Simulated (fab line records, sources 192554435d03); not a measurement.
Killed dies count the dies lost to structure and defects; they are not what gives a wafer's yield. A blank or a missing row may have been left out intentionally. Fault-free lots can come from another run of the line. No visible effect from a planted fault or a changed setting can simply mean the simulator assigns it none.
Chamber matching || flow n5Finfet || rieDiel-02 running N5_BEOL_M6_DESCUM_16: 4 sister chambers
The step chemistry O2, time 7.9 s. 22 wafers are shown with their chamber, then 11 later ones without.

== WAFERS PAIRED WITH THEIR CHAMBERS ==
{"wafer": "L075.1", "chamber": 1, "drypumpMotorCurrentA (A)": 5.8, "showerheadPlenumPTorr (Torr)": 2.00, "throttleValvePct (%)": 20.3}
{"wafer": "L075.3", "chamber": 3, "drypumpMotorCurrentA (A)": 5.9, "showerheadPlenumPTorr (Torr)": 2.06, "throttleValvePct (%)": 20.5}
{"wafer": "L075.5", "chamber": 1, "drypumpMotorCurrentA (A)": 5.8, "showerheadPlenumPTorr (Torr)": 2.00, "throttleValvePct (%)": 20.4}
{"wafer": "L077.3", "chamber": 3, "drypumpMotorCurrentA (A)": 5.9, "showerheadPlenumPTorr (Torr)": 2.06, "throttleValvePct (%)": 20.5}
{"wafer": "L077.4", "chamber": 0, "drypumpMotorCurrentA (A)": 5.3, "showerheadPlenumPTorr (Torr)": 2.08, "throttleValvePct (%)": 20.9}
{"wafer": "L077.6", "chamber": 3, "drypumpMotorCurrentA (A)": 5.9, "showerheadPlenumPTorr (Torr)": 2.06, "throttleValvePct (%)": 20.5}
{"wafer": "L082.2", "chamber": 0, "drypumpMotorCurrentA (A)": 5.3, "showerheadPlenumPTorr (Torr)": 2.08, "throttleValvePct (%)": 20.9}
{"wafer": "L082.4", "chamber": 1, "drypumpMotorCurrentA (A)": 5.9, "showerheadPlenumPTorr (Torr)": 1.99, "throttleValvePct (%)": 20.4}
{"wafer": "L082.5", "chamber": 3, "drypumpMotorCurrentA (A)": 5.9, "showerheadPlenumPTorr (Torr)": 2.05, "throttleValvePct (%)": 20.5}
{"wafer": "L083.1", "chamber": 2, "drypumpMotorCurrentA (A)": 5.7, "showerheadPlenumPTorr (Torr)": 2.11, "throttleValvePct (%)": 20.5}
{"wafer": "L083.4", "chamber": 2, "drypumpMotorCurrentA (A)": 5.8, "showerheadPlenumPTorr (Torr)": 2.11, "throttleValvePct (%)": 20.5}
{"wafer": "L083.6", "chamber": 0, "drypumpMotorCurrentA (A)": 5.2, "showerheadPlenumPTorr (Torr)": 2.07, "throttleValvePct (%)": 20.9}
{"wafer": "L087.1", "chamber": 2, "drypumpMotorCurrentA (A)": 5.7, "showerheadPlenumPTorr (Torr)": 2.11, "throttleValvePct (%)": 20.5}
{"wafer": "L087.3", "chamber": 0, "drypumpMotorCurrentA (A)": 5.3, "showerheadPlenumPTorr (Torr)": 2.07, "throttleValvePct (%)": 20.9}
{"wafer": "L087.5", "chamber": 0, "drypumpMotorCurrentA (A)": 5.3, "showerheadPlenumPTorr (Torr)": 2.07, "throttleValvePct (%)": 20.9}
{"wafer": "L086.2", "chamber": 1, "drypumpMotorCurrentA (A)": 5.9, "showerheadPlenumPTorr (Torr)": 1.99, "throttleValvePct (%)": 20.4}
{"wafer": "L086.3", "chamber": 2, "drypumpMotorCurrentA (A)": 5.7, "showerheadPlenumPTorr (Torr)": 2.11, "throttleValvePct (%)": 20.5}
{"wafer": "L086.4", "chamber": 0, "drypumpMotorCurrentA (A)": 5.3, "showerheadPlenumPTorr (Torr)": 2.07, "throttleValvePct (%)": 20.9}
{"wafer": "L088.1", "chamber": 3, "drypumpMotorCurrentA (A)": 5.9, "showerheadPlenumPTorr (Torr)": 2.05, "throttleValvePct (%)": 20.6}
{"wafer": "L088.4", "chamber": 2, "drypumpMotorCurrentA (A)": 5.7, "showerheadPlenumPTorr (Torr)": 2.10, "throttleValvePct (%)": 20.6}
{"wafer": "L088.5", "chamber": 2, "drypumpMotorCurrentA (A)": 5.7, "showerheadPlenumPTorr (Torr)": 2.10, "throttleValvePct (%)": 20.5}
{"wafer": "L091.1", "chamber": 1, "drypumpMotorCurrentA (A)": 5.9, "showerheadPlenumPTorr (Torr)": 1.98, "throttleValvePct (%)": 20.4}

SIGNATURES (means of the wafers above)
{"reading": "drypumpMotorCurrentA", "chamber 0": 5.283, "chamber 1": 5.860, "chamber 2": 5.717, "chamber 3": 5.900, "scatter within a chamber": 0.0399}
{"reading": "showerheadPlenumPTorr", "chamber 0": 2.0733, "chamber 1": 1.9920, "chamber 2": 2.1067, "chamber 3": 2.0560, "scatter within a chamber": 0.00609}
{"reading": "throttleValvePct", "chamber 0": 20.900, "chamber 1": 20.380, "chamber 2": 20.517, "chamber 3": 20.520, "scatter within a chamber": 0.0368}
Rule: distance of a wafer from a chamber = root of the sum over the readings of ((wafer's reading minus chamber's mean) / reading's scatter) squared. The wafer belongs to the nearest chamber; if the next one is less than 2 further off, it can't be placed. The scatter: take each reading less its chamber's mean, square it, sum over the shown wafers, divide by the number of wafers less the number of chambers, and take the root.

== WAFERS WITH NO CHAMBER GIVEN ==
{"wafer": "L091.2", "drypumpMotorCurrentA (A)": 5.7, "showerheadPlenumPTorr (Torr)": 2.10, "throttleValvePct (%)": 20.6}
{"wafer": "L091.4", "drypumpMotorCurrentA (A)": 5.3, "showerheadPlenumPTorr (Torr)": 2.06, "throttleValvePct (%)": 20.9}
{"wafer": "L094.3", "drypumpMotorCurrentA (A)": 5.3, "showerheadPlenumPTorr (Torr)": 2.06, "throttleValvePct (%)": 20.9}
{"wafer": "L094.4", "drypumpMotorCurrentA (A)": 5.9, "showerheadPlenumPTorr (Torr)": 2.05, "throttleValvePct (%)": 20.6}
{"wafer": "L094.6", "drypumpMotorCurrentA (A)": 5.8, "showerheadPlenumPTorr (Torr)": 1.98, "throttleValvePct (%)": 20.4}
{"wafer": "L095.1", "drypumpMotorCurrentA (A)": 5.9, "showerheadPlenumPTorr (Torr)": 1.98, "throttleValvePct (%)": 20.4}
{"wafer": "L095.2", "drypumpMotorCurrentA (A)": 5.8, "showerheadPlenumPTorr (Torr)": 2.10, "throttleValvePct (%)": 20.6}
{"wafer": "L095.3", "drypumpMotorCurrentA (A)": 5.3, "showerheadPlenumPTorr (Torr)": 2.06, "throttleValvePct (%)": 20.9}
{"wafer": "L095.4", "drypumpMotorCurrentA (A)": 5.9, "showerheadPlenumPTorr (Torr)": 2.05, "throttleValvePct (%)": 20.5}
{"wafer": "L095.5", "drypumpMotorCurrentA (A)": 5.8, "showerheadPlenumPTorr (Torr)": 1.98, "throttleValvePct (%)": 20.4}
{"wafer": "L095.6", "drypumpMotorCurrentA (A)": 5.3, "showerheadPlenumPTorr (Torr)": 2.06, "throttleValvePct (%)": 20.9}

== EACH ONE'S CHAMBER ==
{"wafer": "L091.2", "from the rows above": 2, "in truth": 2}
{"wafer": "L091.4", "from the rows above": 0, "in truth": 0}
{"wafer": "L094.3", "from the rows above": 0, "in truth": 0}
{"wafer": "L094.4", "from the rows above": 3, "in truth": 3}
{"wafer": "L094.6", "from the rows above": 1, "in truth": 1}
{"wafer": "L095.1", "from the rows above": 1, "in truth": 1}
{"wafer": "L095.2", "from the rows above": 2, "in truth": 2}
{"wafer": "L095.3", "from the rows above": 0, "in truth": 0}
{"wafer": "L095.4", "from the rows above": 3, "in truth": 3}
{"wafer": "L095.5", "from the rows above": 1, "in truth": 1}
{"wafer": "L095.6", "from the rows above": 0, "in truth": 0}
11 of 11 placed correctly. Can't be placed from these rows: 0. 0 placed wrongly.
